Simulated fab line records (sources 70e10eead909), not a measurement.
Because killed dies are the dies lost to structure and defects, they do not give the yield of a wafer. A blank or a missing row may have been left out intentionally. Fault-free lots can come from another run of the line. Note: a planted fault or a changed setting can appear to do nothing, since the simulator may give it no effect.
Which tool is to blame? | flow nandHarc | 12 lots, 36 wafers sampled, at 6 steps of a route of 1302

WHAT THE GAUGES SHOWED, per wafer
NHARC_P_M1_INSPECT_27.
lot  | measured     | on               | rawDefectCount
L885 | day 6 06:17  | defectInspect-02 | 180 223 205
L886 | day 6 18:59  | defectInspect-01 | 269 142 198
L888 | day 7 16:04  | defectInspect-02 | 220 197 258
L889 | day 8 04:20  | defectInspect-02 | 198 174 157
L891 | day 9 00:26  | defectInspect-02 | 288 295 472
L892 | day 9 13:01  | defectInspect-02 | 248 258 274
L893 | day 9 20:49  | defectInspect-02 | 192 289 306
L894 | day 10 07:25 | defectInspect-01 | 182 301 233
L896 | day 11 00:58 | defectInspect-02 | 304 321 358
L898 | day 12 09:51 | defectInspect-02 | 183 244 213
L905 | day 14 14:46 | defectInspect-02 | 530 564 392
L908 | day 15 21:10 | defectInspect-01 | 347 366 342

NHARC_P_M2_OVL_MEAS_10: pitch 340 nm.
lot  | measured     | on         | overlayXNm (nm) | overlayYNm (nm)
L885 | day 6 07:46  | overlay-01 | -1.1 -1.1 -0.8  | 0.1 0.0 -0.3
L886 | day 6 20:28  | overlay-01 | -0.5 -0.2 -0.3  | 0.5 0.8 0.8
L888 | day 7 17:25  | overlay-01 | -0.1 0.2 0.4    | 0.4 1.1 0.5
L889 | day 8 05:49  | overlay-02 | 0.9 1.5 0.9     | 0.3 -0.1 0.1
L891 | day 9 01:54  | overlay-02 | -0.6 -0.6 -1.0  | 0.0 -0.1 -0.7
L892 | day 9 14:40  | overlay-01 | -1.7 -1.9 -1.6  | -0.8 -1.2 -1.4
L893 | day 10 03:23 | overlay-01 | -0.7 -1.0 -0.8  | 0.2 0.2 0.0
L894 | day 10 08:53 | overlay-01 | 1.1 1.7 0.8     | -0.6 0.1 -0.1
L896 | day 11 02:26 | overlay-01 | 0.9 0.9 1.1     | -0.8 -0.9 -0.9
L898 | day 12 11:14 | overlay-02 | 45.5 45.7 45.5  | 0.7 1.0 0.4
L905 | day 14 16:16 | overlay-02 | -0.8 -0.4 -0.8  | -2.4 -2.4 -1.6
L908 | day 15 22:39 | overlay-01 | 0.0 0.4 0.3     | 0.2 0.3 -0.2

NHARC_P_M2_INSPECT_11.
lot  | measured     | on               | rawDefectCount
L885 | day 6 07:48  | defectInspect-02 | 4 2 4
L886 | day 6 20:31  | defectInspect-02 | 6 2 3
L888 | day 7 17:27  | defectInspect-02 | 3 4 8
L889 | day 8 05:51  | defectInspect-01 | 11 14 16
L891 | day 9 01:56  | defectInspect-01 | 7 2 4
L892 | day 9 14:43  | defectInspect-01 | 6 4 7
L893 | day 10 03:25 | defectInspect-02 | 3 4 2
L894 | day 10 08:55 | defectInspect-02 | 3 3 5
L896 | day 11 02:29 | defectInspect-01 | 6 3 8
L898 | day 12 11:16 | defectInspect-02 | 5 4 5
L905 | day 14 16:18 | defectInspect-02 | 3 2 6
L908 | day 15 22:41 | defectInspect-01 | 12 5 0

NHARC_END_SORT_01.
lot  | measured     | on        | defectLimitedYield (%) | killedAtArray | killedAtOther | killedAtPeriphery | killedDies | killedOpen | killedShort
L885 | day 24 21:41 | prober-01 | 89.1 90.1 90.0         | 70 62 62      | 0 1 0         | 4 4 6             | 74 67 68   | 4 2 5      | 4 3 2
L886 | day 25 07:08 | prober-01 | 91.0 91.0 91.9         | 57 60 54      | 0 0 0         | 4 1 1             | 61 61 55   | 5 1 1      | 5 1 2
L888 | day 25 15:58 | prober-01 | 92.0 94.1 95.1         | 51 38 28      | 0 0 0         | 3 2 5             | 54 40 33   | 5 2 2      | 3 3 0
L898 | day 30 08:51 | prober-01 | 88.8 91.4 90.8         | 74 56 59      | 0 0 1         | 2 2 2             | 76 58 62   | 9 3 4      | 3 3 2
L908 | day 33 20:11 | prober-02 | 90.3 91.4 91.3         | 61 53 54      | 0 2 2         | 5 3 3             | 66 58 59   | 5 4 3      | 1 1 3

WHICH TOOL RAN EACH LOT (tool, then ch and the chambers of the sampled wafers, then the start)
lot  | NHARC_P_M1_ETCH_15                           | NHARC_P_M2_EXPOSE_06
L885 | rieDiel-05 ch 0,1,2, day 6 06:17 or earlier  | arfiScanner-03 ch 0, day 6 07:32
L886 | rieDiel-02 ch 0,2,3, day 6 18:59 or earlier  | arfiScanner-01 ch 0, day 6 20:16
L888 | rieDiel-05 ch 0,1,3, day 7 16:04 or earlier  | arfiScanner-01 ch 0, day 7 17:11
L889 | rieDiel-02 ch 0,1,3, day 8 04:20 or earlier  | arfiScanner-03 ch 0, day 8 05:35
L891 | rieDiel-05 ch 0,1,2, day 9 00:26 or earlier  | arfiScanner-03 ch 0, day 9 01:40
L892 | rieDiel-05 ch 0,1,2, day 9 13:01 or earlier  | arfiScanner-02 ch 0, day 9 14:26
L893 | rieDiel-12 ch 0,1,3, day 9 20:49 or earlier  | arfiScanner-03 ch 0, day 10 03:08
L894 | rieDiel-05 ch 0,1, day 10 07:25 or earlier   | arfiScanner-01 ch 0, day 10 08:40
L896 | rieDiel-02 ch 0,2,3, day 11 00:58 or earlier | arfiScanner-02 ch 0, day 11 02:13
L898 | rieDiel-05 ch 2,3, day 12 09:51 or earlier   | arfiScanner-03 ch 0, day 12 11:00
L905 | rieDiel-02 ch 0,1,3, day 14 14:46 or earlier | arfiScanner-02 ch 0, day 14 16:02
L908 | rieDiel-05 ch 0,1,3, day 15 21:10 or earlier | arfiScanner-01 ch 0, day 15 22:25
- NHARC_P_M1_ETCH_15: etches the open film in C4F8/Ar, target depth 182.5 nm, time 91.2 s.
- NHARC_P_M2_EXPOSE_06: exposes mask P M2, target cd 170 nm.

AS READ BY THE TOOLS THEMSELVES (means over the sampled wafers that have a number; for cases with no such wafer, the mark the record gives instead)
NHARC_P_M1_ETCH_15.
lot  | tool       | biasW (W) | chamberPressureMTorr (mTorr) | oesProductAu (a.u.) | rfVppV (V)
L885 | rieDiel-05 | 300.5     | 24.977                       | 0.970               | 442.0
L886 | rieDiel-02 | 300.3     | 25.002                       | 0.961               | 439.3
L888 | rieDiel-05 | 299.7     | 25.002                       | 0.930               | 441.9
L889 | rieDiel-02 | 300.4     | 24.988                       | 0.974               | 439.9
L891 | rieDiel-05 | 299.9     | 25.010                       | 0.954               | 441.6
L892 | rieDiel-05 | 300.2     | 24.990                       | 0.971               | 441.5
L893 | rieDiel-12 | 300.2     | 25.025                       | 0.973               | 440.7
L894 | rieDiel-05 | 299.4     | 25.000                       | 0.925               | 444.1
L896 | rieDiel-02 | 300.0     | 25.010                       | 0.972               | 437.7
L898 | rieDiel-05 | 299.6     | 24.998                       | 0.954               | 438.1
L905 | rieDiel-02 | 299.3     | 25.013                       | 0.925               | 440.1
L908 | rieDiel-05 | 299.6     | 25.001                       | 0.971               | 442.9

NHARC_P_M2_EXPOSE_06.
lot  | tool           | stageVelMmS (mm/s)
L885 | arfiScanner-03 | 499.55
L886 | arfiScanner-01 | 499.87
L888 | arfiScanner-01 | 499.86
L889 | arfiScanner-03 | 499.92
L891 | arfiScanner-03 | 499.66
L892 | arfiScanner-02 | 500.04
L893 | arfiScanner-03 | 500.03
L894 | arfiScanner-01 | 500.17
L896 | arfiScanner-02 | 500.25
L898 | arfiScanner-03 | 500.24
L905 | arfiScanner-02 | 500.24
L908 | arfiScanner-01 | 500.01

THE ANSWER, worked out from the rows above alone
Rule: usual is defined by the lots themselves. The widest of any qualifying gaps counts: lots, ordered by their means at a reading, are off when they make up no more than a third of the lots, leave a main group of 4 or more, and stand apart from it by 3 or more times the standard deviation of that group's means. The tables above print the reading to a certain number of digits; a main group whose means all agree to those digits is not used. Also off: a lot with no number at a reading for which 4 or more lots have one. All remaining lots with rows at the step are treated as sound. First the gauges in route order, then the tools' own readings, where a lot's mean is used as printed above. The first step at which some lot is off is used, and at that step the reading that is off furthest; a lot without a number counts as furthest.
Off: L898 (NHARC_P_M2_OVL_MEAS_10, overlayXNm). Mean -0.1 nm and standard deviation 0.92 in the main group.
If a tool, at a process step before that reading, ran all the lots that are off and no sound lot after the first of them, it fits. The gauges at NHARC_P_M2_OVL_MEAS_10 are tried like those tools. NHARC_P_M1_ETCH_15: start missing for some lots; hours and lot order therefore follow NHARC_P_M1_INSPECT_27. One candidate fits, namely arfiScanner-03 at NHARC_P_M2_EXPOSE_06. Its last sound lot is L893 (day 10 03:08), its first lot that is off L898 (day 12 11:00): a fault that began between those two fits.

WHAT THE SIMULATOR PUT IN
Scanner matching overlay: arfiScanner-03, from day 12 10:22 on, at NHARC_P_M2_EXPOSE_06. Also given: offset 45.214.
Shown lots that were struck: L898. The rule above found the same.
